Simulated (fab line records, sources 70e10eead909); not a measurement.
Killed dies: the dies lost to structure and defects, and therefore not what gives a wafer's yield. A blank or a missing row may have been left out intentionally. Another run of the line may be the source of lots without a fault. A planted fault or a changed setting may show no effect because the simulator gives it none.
fab line records	flow nand-harc
[record] lots = 14	wafers = 42	last-day = 25
route steps=1159 shown P_BONDPAD@368 A_ZERO_WELL@411
lots with no fault: from the same line, run without faults
start-h: start of the lot's first displayed wafer, in hours after the record's first day	wait-h: hours from the lot's prior step to this one	" the same as in the row above	L1.1+2: a row that stands for several wafers	- no value, or no start was given	* or withheld: withheld	< > ~ a bound
route shown NAME@n: names a module that has steps shown in the file, with the first one's number in the route	usual: mean/standard deviation of fault-free wafers	same: alike in all rows	chamber/n: place in a boat	sites: per-site readings	_std_site: standard deviation of those values	_edge_site: outer sites' mean less inner sites'	radius-mm: for every site, how far away it sits from the centre of the wafer	mask NAME#n: copy n	behind: the last tool/chamber to shape the wafer	hold: why the lot went on hold/how many hours it stayed there/how the hold came to an end	device: transistor that didn't switch, given as n, p or np	end of line: the same wafers' tests at the end of the route	step lacking rows: just its recipe	killed: at the first sort, the dies lost to defects and structure; wafer yield is something else	map: shows each die of a wafer: x if killed, . if not, _ if none is there
set.NAME: the setting the step ran with; set.NAME@STEP: the setting that earlier step ran with	model.NAME: the simulator's own value behind a step, which no gauge read
the route's steps for a sample of lots (tables are steps, rows are wafers)
services: the hour from which a tool's chamber was out of use, counted from the record's first day as start-h (under 0 if before that day), plus the number of hours and why
[[steps]]
[step NHARC_P_BONDPAD_ETCH_37]
[recipe] target-depth-a = 600	overetch-a = 180	time-s = 65.91	ion-energy-ev = 200	n2-flow-sccm = 150	h2-flow-sccm = 150	ar-flow-sccm = 0	rf-w = 400	bias-w = 150	chemistry = N2/H2
[usual] drypump-motor-current-A = 5.6/0.5	oes-product-au = 0.995/0.0088	rf-vpp-V = 429.4/2.5	showerhead-plenum-p-Torr = 2.00/0.088	throttle-valve-pct = 14.171/0.0095
lot.wafer	tool	chamber	start-h	wait-h	drypump-motor-current-A	oes-product-au	rf-hours-counter-h	rf-vpp-V	showerhead-plenum-p-Torr	throttle-valve-pct
L135.2	rie-diel-13	2	147.57	0.1	5.6	1.002	15	433.0	2.14	14.182
L135.4	"	3	"	"	5.6	1.003	15	429.6	2.01	14.182
L135.5	"	3	"	"	5.6	1.008	-	429.2	2.01	14.168
L134.2	rie-diel-09	0	147.97	0.1	6.3	0.984	8	426.7	1.93	14.174
L134.6	"	0	"	"	6.3	0.989	-	426.9	1.93	14.168
L134.4	"	1	"	"	4.9	0.982	-	434.5	2.14	14.174
L137.1	rie-diel-09	0	176.88	0.1	6.4	0.991	11	428.1	1.93	14.168
L137.2	"	3	"	"	6.0	0.987	8	428.3	1.97	14.179
L137.6	"	0	"	"	6.3	0.996	-	428.4	1.93	14.185
L140.2	rie-diel-09	2	177.62	0.1	5.4	1.003	9	426.9	1.92	14.157
L140.4	"	0	"	"	6.3	0.994	11	428.8	1.93	14.162
L140.5	"	2	"	"	5.4	1.001	-	428.1	1.92	14.173
L143.1	rie-diel-09	2	209.08	0.1	5.4	0.989	11	427.4	1.92	14.171
L143.3	"	0	"	"	6.4	0.994	13	428.0	1.93	14.165
L143.6	"	1	"	"	4.9	0.985	-	432.3	2.14	14.161
L145.2	rie-diel-09	1	210.97	0.1	4.9	0.998	13	433.6	2.14	14.183
L145.3	"	2	"	"	5.5	0.975	11	426.6	1.92	14.163
L145.4	"	0	"	"	6.3	1.002	13	428.3	1.93	14.160
L147.4	rie-diel-09	3	221.05	0.1	6.0	0.996	11	429.0	1.97	14.163
L147.2	"	1	"	"	4.9	1.002	15	432.5	2.14	14.174
L147.5	"	2	"	"	5.4	0.990	-	427.3	1.92	14.159
L148.4	rie-diel-13	0	227.86	0.1	5.4	0.997	43	428.1	1.95	14.180
L148.2	"	1	"	"	5.2	1.007	41	428.8	2.00	14.183
L148.5	"	3	"	"	5.6	1.020	-	429.5	2.00	14.183
L149.1	rie-diel-09	3	230.11	0.1	6.0	0.992	13	427.0	1.97	14.163
L149.4	"	1	"	"	4.9	0.985	17	433.9	2.13	14.172
L149.5	"	0	"	"	6.4	1.000	-	426.8	1.93	14.167
L150.3	rie-diel-09	0	238.61	0.1	6.4	0.999	17	426.3	1.93	14.179
L150.1	"	1	"	"	4.9	0.995	18	432.9	2.13	14.174
L150.5	"	2	"	"	5.5	0.988	-	427.9	1.92	14.172
L151.1	rie-diel-09	0	239.44	0.1	6.4	1.005	17	428.6	1.93	14.153
L151.4	"	1	"	"	4.9	0.998	18	434.1	2.13	14.173
L151.3	"	2	"	"	5.4	0.979	17	427.2	1.92	14.166
L153.4	rie-diel-09	1	249.27	0.1	4.9	1.000	19	433.1	2.13	14.188
L153.2	"	2	"	"	5.4	0.994	17	425.9	1.92	14.172
L153.6	"	1	"	"	4.9	1.002	-	432.0	2.13	14.178
L152.2	rie-diel-09	3	250.79	0.1	6.0	0.988	15	428.4	1.97	14.169
L152.1	"	0	"	"	6.4	0.999	18	427.5	1.93	14.176
L152.5	"	3	"	"	5.9	0.989	-	428.9	1.97	14.164
L155.2	rie-diel-13	2	270.73	0.1	5.7	1.003	58	433.8	2.12	14.166
L155.4	"	2	"	"	5.6	1.002	-	431.8	2.12	14.149
L155.6	"	3	"	"	5.6	1.008	-	429.6	1.99	14.163
[step NHARC_P_BONDPAD_DEGAS_25]
[recipe] temp-c = 300	time-s = 60
[usual] heater-power-w = 463/49	susceptor-temp-C = 299.98/0.2
lot.wafer	tool	chamber	start-h	wait-h	heater-power-w	susceptor-temp-C
L135.4	pvd-sputter-02	-	148.43	-	601	299.96
L135.2	"	-	"	"	488	299.99
L135.5	"	-	"	"	476	299.79
L134.2	pvd-sputter-03	-	148.89	-	429	300.25
L134.4	"	-	"	"	423	299.77
L134.6	"	-	"	"	400	299.86
L137.2	pvd-sputter-03	-	177.75	-	405	300.27
L137.1	"	-	"	"	432	300.01
L137.6	"	-	"	"	429	300.00
L140.4	pvd-sputter-02	-	178.50	-	443	300.00
L140.2	"	-	"	"	464	299.91
L140.5	"	-	"	"	491	299.76
L143.3	pvd-sputter-01	-	210.01	-	497	-
L143.1	"	-	"	"	472	-
L143.6	"	-	"	"	465	-
L145.3	pvd-sputter-03	-	211.82	-	470	299.97
L145.2	"	-	"	"	442	299.87
L145.4	"	-	"	"	423	300.21
L147.4	pvd-sputter-01	-	222.42	-	471	299.70
L147.2	"	-	"	"	525	300.25
L147.5	"	-	"	"	474	299.79
L148.4	pvd-sputter-03	-	228.75	-	429	299.91
L148.2	"	-	"	"	420	299.79
L148.5	"	-	"	"	387	300.15
L149.4	pvd-sputter-02	-	231.06	-	431	299.94
L149.1	"	-	"	"	478	299.98
L149.5	"	-	"	"	475	300.13
L150.1	pvd-sputter-03	-	239.47	-	403	299.82
L150.3	"	-	"	"	422	300.17
L150.5	"	-	"	"	439	299.77
L151.1	pvd-sputter-02	-	240.29	-	475	300.04
L151.3	"	-	"	"	466	299.88
L151.4	"	-	"	"	583	299.62
L153.4	pvd-sputter-03	-	250.12	-	474	300.13
L153.2	"	-	"	"	429	299.95
L153.6	"	-	"	"	407	299.77
L152.1	pvd-sputter-01	-	251.65	-	519	300.17
L152.2	"	-	"	"	492	299.96
L152.5	"	-	"	"	479	299.92
L155.2	pvd-sputter-03	-	271.61	-	477	299.68
L155.4	"	-	"	"	430	300.03
L155.6	"	-	"	"	413	299.85
[step NHARC_P_BONDPAD_PVD_27]
[recipe] target-thk-a = 300	chamber-pressure-pa = 5	power-w = 5000	substrate-temp-c = 30	time-s = 20.49	material = Cu
[usual] throttle-valve-pct = 30.7/1.1
lot.wafer	tool	chamber	start-h	wait-h	throttle-valve-pct
L135.2	pvd-sputter-02	-	-	-	30.1
L135.4	"	-	"	"	28.5
L135.5	"	-	"	"	29.7
L134.2	pvd-sputter-03	-	-	-	30.2
L134.4	"	-	"	"	30.1
L134.6	"	-	"	"	30.2
L137.2	pvd-sputter-03	-	-	-	32.6
L137.1	"	-	"	"	30.0
L137.6	"	-	"	"	32.9
L140.2	pvd-sputter-02	-	-	-	29.6
L140.4	"	-	"	"	28.7
L140.5	"	-	"	"	28.6
L143.3	pvd-sputter-01	-	-	-	29.5
L143.1	"	-	"	"	31.4
L143.6	"	-	"	"	29.6
L145.2	pvd-sputter-03	-	-	-	30.0
L145.4	"	-	"	"	32.8
L145.3	"	-	"	"	30.7
L147.2	pvd-sputter-01	-	-	-	31.8
L147.4	"	-	"	"	30.9
L147.5	"	-	"	"	31.4
L148.4	pvd-sputter-03	-	-	-	30.0
L148.2	"	-	"	"	30.1
L148.5	"	-	"	"	29.9
L149.1	pvd-sputter-02	-	-	-	29.4
L149.4	"	-	"	"	30.1
L149.5	"	-	"	"	31.0
L150.3	pvd-sputter-03	-	-	-	30.3
L150.1	"	-	"	"	30.0
L150.5	"	-	"	"	30.2
L151.4	pvd-sputter-02	-	-	-	30.8
L151.1	"	-	"	"	30.6
L151.3	"	-	"	"	29.8
L153.2	pvd-sputter-03	-	-	-	30.5
L153.4	"	-	"	"	30.2
L153.6	"	-	"	"	30.2
L152.2	pvd-sputter-01	-	-	-	31.6
L152.1	"	-	"	"	29.6
L152.5	"	-	"	"	29.6
L155.2	pvd-sputter-03	-	-	-	30.9
L155.4	"	-	"	"	30.2
L155.6	"	-	"	"	32.7
[step NHARC_A_ZERO_WELL_RTA_16]
[recipe] temp-c = 1000	time-s = 10
[usual] anneal-temp-c-max = 1004.1/0.94	lamp-power-pct = 27.4/1	lamp_zone_1_pct = 27.4/1	wafer_temp_C_max = 1006.9/2.2
lot.wafer	tool	chamber	start-h	wait-h	anneal-temp-c-max	lamp-power-pct	lamp_zone_1_pct	wafer_temp_C_max
L135.2	rtp-anneal-01	0	152.95	0.1	1004.1	26.6	26.7	1009.7
L135.4	"	0	"	"	1005.9	26.7	26.6	1011.2
L135.5	"	0	"	"	1004.3	26.7	26.6	1007.6
L134.2	rtp-anneal-01	0	153.46	-	1004.1	26.7	26.6	1005.9
L134.4	"	0	"	"	1005.5	26.6	26.7	1008.0
L134.6	"	0	"	"	1006.3	26.6	26.6	1006.8
L137.1	rtp-anneal-01	0	181.87	-	1004.3	26.7	26.6	1010.0
L137.2	"	0	"	"	1005.5	26.6	26.7	1004.9
L137.6	"	0	"	"	1004.5	26.6	26.6	1008.6
L140.2	rtp-anneal-01	0	182.84	-	1004.0	26.7	26.7	1004.7
L140.4	"	0	"	"	1003.8	26.7	26.7	1007.4
L140.5	"	0	"	"	1003.5	26.7	26.7	1009.4
L143.1	rtp-anneal-02	0	214.26	-	1004.3	28.8	28.8	1004.0
L143.3	"	0	"	"	1003.7	28.8	28.8	1004.0
L143.6	"	0	"	"	1003.6	28.8	28.8	1004.2
L145.2	rtp-anneal-01	-	215.97	-	-	-	-	-
L145.3	"	-	"	"	-	-	-	-
L145.4	"	-	"	"	-	-	-	-
L147.2	rtp-anneal-02	-	227.54	-	-	-	-	-
L147.4	"	-	"	"	-	-	-	-
L147.5	"	-	"	"	-	-	-	-
L148.2	rtp-anneal-01	0	233.26	-	1004.1	26.6	26.6	1005.2
L148.4	"	0	"	"	1004.4	26.6	26.7	1009.4
L148.5	"	0	"	"	1003.9	26.6	26.6	1008.7
L149.1	rtp-anneal-02	0	235.29	-	1002.6	28.8	28.7	1004.9
L149.4	"	0	"	"	1003.0	28.8	28.8	1006.7
L149.5	"	0	"	"	1003.7	28.8	28.8	1006.0
L150.1	rtp-anneal-01	0	243.54	-	1004.4	26.7	26.7	1010.2
L150.3	"	0	"	"	1005.3	26.6	26.7	1007.0
L150.5	"	0	"	"	1004.5	26.6	26.6	1007.4
L151.1	rtp-anneal-01	0	244.50	-	1003.9	26.6	26.7	1008.5
L151.3	"	0	"	"	1004.2	26.7	26.7	1006.6
L151.4	"	0	"	"	1003.3	26.7	26.6	1010.3
L153.2	rtp-anneal-01	0	254.25	-	1005.1	26.6	26.7	1008.2
L153.4	"	0	"	"	1003.7	26.7	26.6	1008.9
L153.6	"	0	"	"	1005.3	26.6	26.6	1009.3
L152.1	rtp-anneal-02	0	255.75	-	1002.4	28.7	28.7	1003.8
L152.2	"	0	"	"	1004.1	28.8	28.7	1004.4
L152.5	"	0	"	"	1002.5	28.8	28.8	1004.0
L155.2	rtp-anneal-02	0	275.83	-	1003.1	28.8	28.8	1005.0
L155.4	"	0	"	"	1003.4	28.8	28.8	1004.7
L155.6	"	0	"	"	1003.8	28.8	28.8	1004.7
[[services]]
tool	chamber	start-h	hours	kind
pvd-sputter-02	-	124.20	8.7	repair
rie-diel-09	2	132.54	5.3	repair
rie-diel-09	0	135.12	-	clean
rie-diel-09	1	135.12	-	clean
rie-diel-09	3	135.12	-	clean
rie-diel-09	3	138.03	15.4	repair
pvd-sputter-01	-	158.00	10.0	pm
rie-diel-09	0	159.62	-	clean
rie-diel-09	1	159.62	-	clean
rie-diel-09	2	159.62	-	clean
rie-diel-09	3	159.62	-	clean
rie-diel-09	3	179.25	3.7	repair
rie-diel-09	0	184.12	-	clean
rie-diel-09	3	203.13	6.7	repair
pvd-sputter-02	-	214.00	10.0	pm
pvd-sputter-01	-	214.43	1.0	repair
rie-diel-09	0	214.62	4.3	repair
pvd-sputter-03	-	220.80	4.7	repair
rie-diel-13	0	229.30	3.6	repair
rie-diel-13	-	237.17	0.5	repair
rie-diel-09	-	254.10	9.0	pm
rie-diel-13	1	268.75	6.3	repair
pvd-sputter-01	-	270.11	4.0	repair
pvd-sputter-03	-	272.38	0.9	repair
[[key]]
[first-sign] step = NHARC_A_ZERO_WELL_RTA_16	reading = tool-record	direction = missing
effect none on later readings
met-at NHARC_A_ZERO_WELL_RTA_16
struck-lots L145,L147
later-rows-left-out L145.2,L145.3,L145.4,L147.2,L147.4,L147.5
sort-left-out L145.2,L145.3,L145.4,L147.2,L147.4,L147.5
tester-left-out L145,L147
not-acting-at NHARC_P_BONDPAD_ETCH_37,NHARC_P_BONDPAD_DEGAS_25,NHARC_P_BONDPAD_PVD_27
onset-between 214.26 215.97
[fault] kind = skipped-step-whole	tool = rtp-anneal-01,rtp-anneal-02	chamber = -	onset-h = 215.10	steps = NHARC_A_ZERO_WELL_RTA_16	scope = struck-lots-only
// tester-left-out: of these lots the tester's yield and bins aren't shown, on N5 and GAA mostly nor the transistor test; their killed dies are dies lost to structure and defects alone, not to doping, threshold or leakage, so they don't give the yield
// sort-left-out: the simulated sort isn't trusted on such a fault, so these wafers' sort isn't shown, and their yield isn't known
// later-rows-left-out: the simulator's readings of these wafers behind a module that went badly wrong aren't trusted and aren't shown, but for the sort
